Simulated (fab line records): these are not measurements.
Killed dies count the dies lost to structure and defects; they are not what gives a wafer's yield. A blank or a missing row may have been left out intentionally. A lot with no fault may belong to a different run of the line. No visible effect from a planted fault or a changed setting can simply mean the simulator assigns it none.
Which of the tools did it? | flow n5-finfet | 8 lots, 24 wafers sampled, at 6 steps of a route of 1938

WHAT EACH GAUGE READ, for each wafer
N5_MOL_CONTACT_COAG_INSPECT_42: inspects for defects (brightfield). Usual: raw-defect-count reads 199 (standard deviation 54).
lot  | measured     | on                | raw-defect-count | flag
L325 | day 5 06:58  | defect-inspect-02 | 296 319 221      |
L326 | day 5 08:47  | defect-inspect-01 | 231 227 321      |
L332 | day 6 23:41  | defect-inspect-02 | 215 1317 1210    | OFF
L336 | day 8 02:03  | defect-inspect-02 | 182 159 1223     | OFF
L340 | day 9 06:40  | defect-inspect-02 | 307 225 204      |
L345 | day 10 10:38 | defect-inspect-02 | 218 243 260      |
L346 | day 10 21:29 | defect-inspect-02 | 217 192 200      |
L348 | day 11 07:22 | defect-inspect-02 | 168 120 114      |

N5_BEOL_M4_RC_MEAS_101. Usual: DIBL_N 35.9 mV/V, standard deviation 1.8; DIBL_P 36.2 mV/V, standard deviation 2; IOFF_N 0.16 nA/um, standard deviation 0.031; IOFF_P 0.22 nA/um, standard deviation 0.041; ION_N 676 uA/um, standard deviation 11; ION_P 465 uA/um, standard deviation 8.5; SS_N 71.4 mV/dec, standard deviation 0.64; SS_P 73.2 mV/dec, standard deviation 0.7; VT_N 250 mV, standard deviation 3.5; VT_P -250 mV, standard deviation 3.9.
lot  | measured     | on        | DIBL_N (mV/V)  | DIBL_P (mV/V)  | IOFF_N (nA/um) | IOFF_P (nA/um) | ION_N (uA/um) | ION_P (uA/um) | SS_N (mV/dec)  | SS_P (mV/dec)  | VT_N (mV)   | VT_P (mV)      | flag
L325 | day 8 04:23  | prober-01 | 35.4 36.9 35.3 | 35.3 37.8 34.9 | 0.13 0.17 0.14 | 0.22 0.29 0.23 | 672 694 674   | 466 484 476   | 71.4 71.1 70.7 | 72.4 73.3 73.0 | 255 249 252 | -249 -244 -246 |
L326 | day 8 04:22  | prober-02 | 35.3 34.0 35.9 | 37.7 35.3 37.8 | 0.15 0.13 0.16 | 0.21 0.18 0.22 | 681 657 688   | 472 456 467   | 70.8 70.9 70.8 | 73.5 73.1 73.5 | 250 253 251 | -250 -252 -249 |
L332 | day 9 22:11  | prober-01 | 34.1 36.5 36.3 | 32.5 35.7 35.0 | 0.12 0.17 0.16 | 0.19 0.24 0.22 | 672 682 675   | 468 464 459   | 71.3 71.4 71.6 | 72.5 73.8 72.7 | 253 247 249 | -250 -247 -247 |
L336 | day 11 02:14 | prober-01 | 36.9 35.8 37.7 | 35.8 34.5 36.8 | 0.16 0.14 0.17 | 0.21 0.19 0.23 | 675 665 680   | 461 453 463   | 72.6 71.9 71.8 | 73.1 73.6 73.5 | 249 251 249 | -250 -252 -247 |
L340 | day 11 20:20 | prober-01 | 35.2 34.8 35.6 | 35.3 35.6 35.4 | 0.14 0.13 0.14 | 0.17 0.16 0.17 | 675 676 678   | 460 458 455   | 70.3 71.0 71.6 | 72.5 72.3 72.6 | 250 254 252 | -253 -256 -256 |
L345 | day 13 04:31 | prober-01 | 36.6 37.2 38.2 | 37.1 37.5 39.3 | 0.16 0.16 0.21 | 0.25 0.26 0.30 | 684 673 702   | 476 470 484   | 71.8 71.3 71.5 | 72.6 73.7 73.6 | 248 251 244 | -247 -247 -246 |
L346 | day 13 15:16 | prober-01 | 36.2 34.7 34.8 | 34.7 33.7 33.1 | 0.17 0.14 0.15 | 0.22 0.20 0.19 | 680 669 662   | 459 466 458   | 71.8 71.2 71.2 | 73.0 72.9 71.8 | 247 249 250 | -251 -251 -250 |
L348 | day 14 09:07 | prober-02 | 35.7 35.4 35.6 | 35.5 35.8 36.1 | 0.13 0.13 0.14 | 0.15 0.15 0.15 | 676 678 675   | 456 464 452   | 70.6 70.6 71.2 | 73.4 72.5 73.0 | 250 254 249 | -258 -259 -256 |

WHICH TOOL RAN EACH LOT (tool, then ch and the chambers of the sampled wafers, then the start)
lot  | N5_MOL_CONTACT_COAG_ETCH_90        | N5_MOL_CONTACT_COAG_ETCH_91        | N5_MOL_CONTACT_COAG_DESCUM_45      | N5_MOL_CONTACT_COAG_ETCH_66
L325 | rie-diel-03 ch 1,3, day 5 05:48    | rie-diel-03 ch 0,1, day 5 06:05    | rie-diel-02 ch 1,2,3, day 5 07:21  | rie-diel-02 ch 1,2,3, day 5 07:24
L326 | rie-diel-02 ch 0,1, day 5 07:17    | rie-diel-02 ch 2,3, day 5 07:45    | rie-diel-05 ch 0,1, day 5 08:49    | rie-diel-05 ch 0,1, day 5 08:52
L332 | rie-diel-02 ch 0,3, day 6 22:24    | rie-diel-02 ch 1,3, day 6 22:42    | rie-diel-02 ch 1,2,3, day 6 23:43  | rie-diel-02 ch 1,2,3, day 6 23:46
L336 | rie-diel-05 ch 0,1, day 8 00:07    | rie-diel-02 ch 0,1,3, day 8 01:11  | rie-diel-03 ch 0,2, day 8 02:05    | rie-diel-03 ch 0,2, day 8 02:08
L340 | rie-diel-03 ch 0,2,3, day 9 05:19  | rie-diel-03 ch 1,2,3, day 9 05:41  | rie-diel-02 ch 0,1,3, day 9 06:43  | rie-diel-02 ch 0,1,3, day 9 06:47
L345 | rie-diel-02 ch 0,3, day 10 09:28   | rie-diel-05 ch 1,2,3, day 10 09:46 | rie-diel-02 ch 1,2, day 10 10:40   | rie-diel-02 ch 1,2, day 10 10:43
L346 | rie-diel-05 ch 0,1,2, day 10 20:09 | rie-diel-02 ch 0,2,3, day 10 20:30 | rie-diel-02 ch 0,2,3, day 10 21:42 | rie-diel-02 ch 0,2,3, day 10 21:45
L348 | rie-diel-03 ch 2,3, day 11 06:13   | rie-diel-02 ch 1,3, day 11 06:30   | rie-diel-02 ch 0,1,2, day 11 07:24 | rie-diel-02 ch 0,1,2, day 11 07:27
- N5_MOL_CONTACT_COAG_ETCH_90: etches SiARC in CF4, target depth 13 nm, time 21.7 s.
- N5_MOL_CONTACT_COAG_ETCH_91: etches SOC in N2/H2, target depth 60 nm, overetch 21 nm, time 101.2 s.
- N5_MOL_CONTACT_COAG_DESCUM_45: chemistry O2, time 7 s.
- N5_MOL_CONTACT_COAG_ETCH_66: etches SiARC in CF4, target depth 13 nm, time 21.7 s.

WHAT THE TOOLS THEMSELVES READ (means of the sampled wafers that have a number; where no wafer has one, the mark that the record gives instead)
N5_MOL_CONTACT_COAG_ETCH_90. Usual: drypump-motor-current-A 5.9 A, standard deviation 0.42; etch-rf-on-time-s 21.5 s, standard deviation 0.46; oes-product-au 0.65 a.u., standard deviation 0.072; rf-vpp-V 184.0 V, standard deviation 1.2; showerhead-plenum-p-Torr 2.14 Torr, standard deviation 0.066; throttle-valve-pct 15.62 %, standard deviation 0.2.
lot  | tool        | drypump-motor-current-A (A) | etch-rf-on-time-s (s) | oes-product-au (a.u.) | rf-vpp-V (V) | showerhead-plenum-p-Torr (Torr) | throttle-valve-pct (%) | flag
L325 | rie-diel-03 | 6.2                         | 21.8                  | 0.67                  | 184.7        | 2.15                            | 15.48                  |
L326 | rie-diel-02 | 6.0                         | 21.7                  | 0.64                  | 182.5        | 2.06                            | 15.58                  |
L332 | rie-diel-02 | 6.2                         | 21.1                  | 0.69                  | 181.8        | 2.01                            | 15.61                  |
L336 | rie-diel-05 | 5.5                         | 21.4                  | 0.61                  | 185.1        | 2.20                            | 15.65                  |
L340 | rie-diel-03 | 5.9                         | 21.3                  | 0.59                  | 184.8        | 2.12                            | 15.67                  |
L345 | rie-diel-02 | 6.2                         | 21.6                  | 0.66                  | 182.2        | 2.00                            | 15.68                  |
L346 | rie-diel-05 | 5.5                         | 21.6                  | 0.64                  | 184.3        | 2.16                            | 15.59                  |
L348 | rie-diel-03 | 5.6                         | 21.0                  | 0.76                  | 183.5        | 2.11                            | 15.33                  |

N5_MOL_CONTACT_COAG_ETCH_91. Usual: drypump-motor-current-A 5.8 A, standard deviation 0.4; oes-product-au 0.63 a.u., standard deviation 0.067; rf-vpp-V 523.8 V, standard deviation 2.5; showerhead-plenum-p-Torr 2.54 Torr, standard deviation 0.09; throttle-valve-pct 17.83 %, standard deviation 0.22.
lot  | tool        | drypump-motor-current-A (A) | oes-product-au (a.u.) | rf-vpp-V (V) | showerhead-plenum-p-Torr (Torr) | throttle-valve-pct (%) | flag
L325 | rie-diel-03 | 6.3                         | 0.62                  | 524.2        | 2.53                            | 17.84                  |
L326 | rie-diel-02 | 5.9                         | 0.70                  | 523.0        | 2.49                            | 17.82                  |
L332 | rie-diel-02 | 5.6                         | 0.66                  | 525.3        | 2.60                            | 17.77                  |
L336 | rie-diel-02 | 5.9                         | 0.66                  | 522.7        | 2.49                            | 17.83                  |
L340 | rie-diel-03 | 5.9                         | 0.60                  | 523.4        | 2.52                            | 17.75                  |
L345 | rie-diel-05 | 5.7                         | 0.63                  | 524.9        | 2.57                            | 17.91                  |
L346 | rie-diel-02 | 6.1                         | 0.69                  | 519.7        | 2.42                            | 17.80                  |
L348 | rie-diel-02 | 5.6                         | 0.63                  | 524.6        | 2.58                            | 17.84                  |

N5_MOL_CONTACT_COAG_DESCUM_45. Usual: drypump-motor-current-A 5.8 A, standard deviation 0.41; oes-product-au 0.76 a.u., standard deviation 0.079; rf-vpp-V 243.0 V, standard deviation 1.5; showerhead-plenum-p-Torr 2.08 Torr, standard deviation 0.088; throttle-valve-pct 20.44 %, standard deviation 0.19.
lot  | tool        | drypump-motor-current-A (A) | oes-product-au (a.u.) | rf-vpp-V (V) | showerhead-plenum-p-Torr (Torr) | throttle-valve-pct (%) | flag
L325 | rie-diel-02 | 5.7                         | 0.79                  | 243.1        | 2.10                            | 20.44                  |
L326 | rie-diel-05 | 5.3                         | 0.71                  | 244.2        | 2.18                            | 20.64                  |
L332 | rie-diel-02 | 5.7                         | 0.77                  | 242.7        | 2.09                            | 20.47                  |
L336 | rie-diel-03 | 5.8                         | 0.67                  | 242.6        | 2.05                            | 20.43                  |
L340 | rie-diel-02 | 5.9                         | 0.77                  | 241.8        | 2.03                            | 20.36                  |
L345 | rie-diel-02 | 5.5                         | 0.79                  | 243.0        | 2.13                            | 20.31                  |
L346 | rie-diel-02 | 6.0                         | 0.83                  | 242.0        | 1.99                            | 20.41                  |
L348 | rie-diel-02 | 5.8                         | 0.79                  | 241.8        | 2.04                            | 20.37                  |

N5_MOL_CONTACT_COAG_ETCH_66. Usual: drypump-motor-current-A 5.8 A, standard deviation 0.4; etch-rf-on-time-s 21.7 s, standard deviation 0.48; oes-product-au 0.65 a.u., standard deviation 0.065; rf-vpp-V 184.0 V, standard deviation 1.3; showerhead-plenum-p-Torr 2.13 Torr, standard deviation 0.08; throttle-valve-pct 15.64 %, standard deviation 0.16.
lot  | tool        | drypump-motor-current-A (A) | etch-rf-on-time-s (s) | oes-product-au (a.u.) | rf-vpp-V (V) | showerhead-plenum-p-Torr (Torr) | throttle-valve-pct (%) | flag
L325 | rie-diel-02 | 5.7                         | 21.8                  | 0.67                  | 184.0        | 2.15                            | 15.62                  |
L326 | rie-diel-05 | 5.4                         | 21.5                  | 0.62                  | 185.6        | 2.20                            | 15.71                  |
L332 | rie-diel-02 | 5.7                         | 22.0                  | 0.65                  | 184.6        | 2.14                            | 15.65                  |
L336 | rie-diel-03 | 5.7                         | 21.3                  | 0.58                  | 184.3        | 2.11                            | 15.74                  |
L340 | rie-diel-02 | 5.9                         | 22.0                  | 0.65                  | 183.2        | 2.09                            | 15.60                  |
L345 | rie-diel-02 | 5.5                         | 22.0                  | 0.67                  | 184.0        | 2.18                            | 15.51                  |
L346 | rie-diel-02 | 6.0                         | 21.3                  | 0.71                  | 183.7        | 2.05                            | 15.60                  |
L348 | rie-diel-02 | 5.9                         | 21.8                  | 0.67                  | 184.0        | 2.09                            | 15.59                  |

THE ANSWER, worked out from the rows above alone
Rule: a lot is off if the mean of its wafers that have a number lies more than 3 standard deviations from the usual mean. Also off: a lot with no number at a reading for which 4 or more lots have one. All remaining lots with rows at the step are treated as sound. Order of review: gauges by route order, followed by the tools' own readings, for which a lot's mean as printed above is used. The first step at which some lot is off is used, and at that step the reading that is off furthest; a lot without a number counts as furthest.
Off, at N5_MOL_CONTACT_COAG_INSPECT_42 on raw-defect-count: L332, L336.
If a tool, at a process step before that reading, ran all the lots that are off and no sound lot after the first of them, it fits. Those tools and the gauges at N5_MOL_CONTACT_COAG_INSPECT_42 are tried in the same way. Not one of the candidates tried fits.

WHAT WAS PUT IN BY THE SIMULATOR
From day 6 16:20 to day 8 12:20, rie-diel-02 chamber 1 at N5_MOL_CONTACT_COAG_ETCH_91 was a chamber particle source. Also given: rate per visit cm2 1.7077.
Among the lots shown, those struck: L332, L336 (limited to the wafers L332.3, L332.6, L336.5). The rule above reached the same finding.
